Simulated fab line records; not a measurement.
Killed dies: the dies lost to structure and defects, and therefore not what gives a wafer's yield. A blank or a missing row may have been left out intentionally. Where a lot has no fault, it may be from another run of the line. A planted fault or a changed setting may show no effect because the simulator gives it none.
Commonality check across tools ; flow nandHarc ; Sample size 14 lots and 42 wafers

## WHY THIS WAS OPENED
At NHARC_P_GATE_INSPECT_68 the reading rawDefectCount is flagged on 2 of 14 lots. Wafers without a fault read 225, standard deviation 100.
Rule: a lot is flagged when every wafer of it that has a number lies more than 4 standard deviations from that mean, or none has a number. All remaining lots are regarded as sound.

lot;measured;on;rawDefectCount, wafer by wafer;flag
L297;day 5 08:43;defectInspect-02;274 268 412;
L298;day 5 16:08;defectInspect-01;265 242 199;
L300;day 6 03:48;defectInspect-01;238 256 374;
L299;day 6 04:10;defectInspect-02;128 105 126;
L301;day 6 14:28;defectInspect-01;136 183 163;
L302;day 6 14:59;defectInspect-01;154 248 178;
L303;day 7 07:14;defectInspect-02;150 112 159;
L305;day 7 07:43;defectInspect-01;122 91 136;
L304;day 7 08:28;defectInspect-02;132 220 525;
L307;day 8 04:23;defectInspect-02;833 925 998;FLAGGED
L310;day 8 22:50;defectInspect-01;1157 890 1129;FLAGGED
L316;day 10 08:13;defectInspect-01;347 267 326;
L318;day 10 13:34;defectInspect-01;179 157 215;
L319;day 10 23:16;defectInspect-02;215 316 328;
On average the flagged lots' numbers are 989, which is +764 against the usual, or +8 standard deviations.

## WHICH TOOL EACH LOT WENT THROUGH
2 process steps preceding the reading are held in the record, out of 1159 steps in the route. Cell contents, in order: the tool; ch with the chambers the sampled wafers went through; the start.
lot;flag;NHARC_P_GATE_STRIP_35;NHARC_P_GATE_DEGAS_109
L297;;wetBench-02 ch 0,4,7, day 4 15:25;pvdSputter-02, day 5 07:47
L298;;wetBench-02 ch 0,1,3, day 4 22:18;pvdSputter-02, day 5 15:11
L300;;wetBench-02 ch 1,4,6, day 5 09:52;pvdSputter-02, day 6 02:51
L299;;wetBench-02 ch 4,6,7, day 5 10:39;pvdSputter-03, day 6 03:13
L301;;wetBench-05 ch 1,3,6, day 5 20:47;pvdSputter-01, day 6 13:27
L302;;wetBench-02 ch 0,6,7, day 5 21:25;pvdSputter-02, day 6 14:02
L303;;wetBench-01 ch 4,5,6, day 6 13:41;pvdSputter-01, day 7 06:10
L305;;wetBench-05 ch 2,5,6, day 6 13:55;pvdSputter-03, day 7 06:41
L304;;wetBench-02 ch 1,4,5, day 6 14:25;pvdSputter-02, day 7 07:31
L307;FLAGGED;wetBench-02 ch 2,3,4, day 7 10:50;pvdSputter-03, day 8 03:16
L310;FLAGGED;wetBench-02 ch 2,5,7, day 8 03:39;pvdSputter-01, day 8 21:52
L316;;wetBench-05 ch 3,5,6, day 9 13:31;pvdSputter-03, day 10 06:13
L318;;wetBench-01 ch 0,1,3, day 9 19:11;pvdSputter-03, day 10 12:34
L319;;wetBench-05 ch 1,3,5, day 10 05:54;pvdSputter-03, day 10 22:16
What these steps do:
- NHARC_P_GATE_STRIP_35: strips in SPM, time 600 s.
- NHARC_P_GATE_DEGAS_109: time 60 s.
- NHARC_P_GATE_INSPECT_68

## FLAGGED AGAINST TOTAL, ONE TOOL AT A TIME (gauges that did the reading follow at the end)
step;tool;lots run;flagged;share of the flagged lots;sound lots run after its first flagged lot
NHARC_P_GATE_STRIP_35;wetBench-01;2;0;none;-
NHARC_P_GATE_STRIP_35;wetBench-02;8;2;all;0
NHARC_P_GATE_STRIP_35;wetBench-05;4;0;none;-
NHARC_P_GATE_DEGAS_109;pvdSputter-01;3;1;some;0
NHARC_P_GATE_DEGAS_109;pvdSputter-02;5;0;none;-
NHARC_P_GATE_DEGAS_109;pvdSputter-03;6;1;some;3 (L316,L318,L319)
NHARC_P_GATE_INSPECT_68;defectInspect-01;8;1;some;2 (L316,L318)
NHARC_P_GATE_INSPECT_68;defectInspect-02;6;1;some;1 (L319)

## WHAT THE TABLE PERMITS
All flagged lots share 1 row of the table, namely wetBench-02 at NHARC_P_GATE_STRIP_35.
- wetBench-02 at NHARC_P_GATE_STRIP_35: 2 of its 8 lots flagged. It ran its last sound lot, L304, at day 6 14:25 and its first flagged lot, L307, at day 7 10:50: a fault with its onset between the two fits.
Left over: one tool, wetBench-02 at NHARC_P_GATE_STRIP_35.

## WHAT THE SIMULATOR HAD INSERTED
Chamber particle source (wetBench-02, NHARC_P_GATE_STRIP_35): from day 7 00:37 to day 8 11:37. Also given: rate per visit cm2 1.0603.
Lots struck among those shown: L307, L310. Same finding as the rule above.
